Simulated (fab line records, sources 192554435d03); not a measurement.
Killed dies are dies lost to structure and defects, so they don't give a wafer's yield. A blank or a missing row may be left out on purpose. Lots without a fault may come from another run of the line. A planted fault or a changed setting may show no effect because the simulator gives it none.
Split-lot experiment | flow n5_finfet | 7 lots, 21 wafers read, on a route of 1938 steps

THE SPLIT
At N5_BEOL_M3_COAT_22 (resist thk 30 nm), the setting spin_rpm was moved away from the recipe's 1500 rpm on 4 of the 21 wafers read, by -7.1% to -5.9%. The other wafers ran this setting at the recipe's value.

FROM THE SPLIT TO THE READING: what the file shows between them, 4 steps
- N5_BEOL_M3_EXPOSE_25: exposes mask V2, defocus 5 nm (also split here: dose_mj)
- N5_BEOL_M3_PEB_26: peb time 60 s
- N5_BEOL_M3_DEVELOP_27: develop time 30 s
- N5_BEOL_M3_CD_MEAS_28: target cd 25.7 nm, target cd y 23.3 nm

THE READING
CAR-EUV_of_BEOL_M3_COAT_22.thk_nm (the simulator's own value, which no gauge read), in nm, at N5_BEOL_M3_DESCUM_33 (chemistry O2, time 7 s). The file gives no usual value for it. The 17 wafers here that ran the recipe average 26.1 nm, standard deviation 0.11 nm.

wafer  | tool, chamber at the split | spin_rpm as run, rpm | against the recipe | CAR-EUV_of_BEOL_M3_COAT_22.thk_nm, nm | against lot-mates on the recipe
L078.1 | litho_track-05, 0          | 1500                 | recipe             | 26                                    | -
L078.2 | litho_track-05, 0          | 1500                 | recipe             | 26.2                                  | -
L078.6 | litho_track-05, 0          | 1500                 | recipe             | 26.2                                  | -
L080.1 | litho_track-02, 0          | 1500                 | recipe             | 26.2                                  | -
L080.2 | litho_track-02, 0          | 1500                 | recipe             | 26.2                                  | -
L080.6 | litho_track-02, 0          | 1500                 | recipe             | 26.2                                  | -
L092.1 | litho_track-05, 0          | 1500                 | recipe             | 26                                    | -
L092.3 | litho_track-05, 0          | 1394                 | -7.1%              | 27.2                                  | +1.2
L092.4 | litho_track-05, 0          | 1394                 | -7.1%              | 27.2                                  | +1.2
L093.2 | litho_track-03, 0          | 1500                 | recipe             | 25.8                                  | -
L093.5 | litho_track-03, 0          | 1500                 | recipe             | 26                                    | -
L093.6 | litho_track-03, 0          | 1500                 | recipe             | 26                                    | -
L094.3 | litho_track-02, 0          | 1500                 | recipe             | 26.2                                  | -
L094.4 | litho_track-02, 0          | 1500                 | recipe             | 26                                    | -
L094.5 | litho_track-02, 0          | 1500                 | recipe             | 26                                    | -
L096.1 | litho_track-05, 0          | 1500                 | recipe             | 26                                    | -
L096.5 | litho_track-05, 0          | 1500                 | recipe             | 26                                    | -
L096.6 | litho_track-05, 0          | 1500                 | recipe             | 26                                    | -
L097.2 | litho_track-05, 0          | 1412                 | -5.9%              | 26.8                                  | +0.8
L097.4 | litho_track-05, 0          | 1500                 | recipe             | 26                                    | -
L097.5 | litho_track-05, 0          | 1412                 | -5.9%              | 27                                    | +1.0

THE FIT
A straight line over all 21 wafers: CAR-EUV_of_BEOL_M3_COAT_22.thk_nm changes by -0.154 nm for each +1% of spin_rpm; r = -0.96; the points scatter about the line by 0.12 nm.
The same after taking each lot's own level away (the mean of its wafers on the recipe; 21 wafers): -0.163 nm for each +1%; r = -0.99; scatter 0.076 nm.
On that fit, the largest move of spin_rpm shifts the reading by 1.2 nm.
The lots' own levels span 25.93 to 26.20 nm, that is 2.3 times the standard deviation above.
So the lot-to-lot level changes the slope little: the two slopes agree.
Check: with one of the wafers moved furthest among these (-7.1%) left out of the fit, the line predicts +1.13 nm for it against its lot-mates. It came out at +1.2 nm against them.

OTHER SPLITS ON THESE WAFERS
These wafers also went through other splits before the reading. Each is held against what the fit with the lots' levels taken away leaves over:
other split on the same wafers         | wafers away from the commonest value | r with CAR-EUV_of_BEOL_M3_COAT_22.thk_nm (lot level and that fit taken away)
N5_MOL_CONTACT_COAG_VIA_ETCH_46 bias_w | 9                                    | -0.20
N5_BEOL_M0_SAQP_SPACER1_ALD_98 temp_c  | 7                                    | +0.35
N5_BEOL_M0_SAQP_ETCH_107 source_w      | 8                                    | +0.20
N5_BEOL_M1_COAT_61 spin_rpm            | 6                                    | +0.09
N5_BEOL_M3_EXPOSE_25 dose_mj           | 6                                    | +0.17

THE WHOLE CHAIN: every reading that the file lists as answering this split, in the file's order
step                 | what it does           | reading                                                                            | change (the file's fit)               | r (the file's)
N5_BEOL_M3_COAT_22   | resist thk 30 nm       | CAR-EUV_of_BEOL_M3_COAT_22.thk_nm (the simulator's own value, which no gauge read) | -0.155 nm for each +1% of the setting | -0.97
N5_BEOL_M3_DESCUM_33 | chemistry O2, time 7 s | CAR-EUV_of_BEOL_M3_COAT_22.thk_nm (the simulator's own value, which no gauge read) | -0.163 nm for each +1% of the setting | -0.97

THE FILE'S OWN FIT
CAR-EUV_of_BEOL_M3_COAT_22.thk_nm changes by -0.163 nm for each +1% of spin_rpm, r = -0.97.
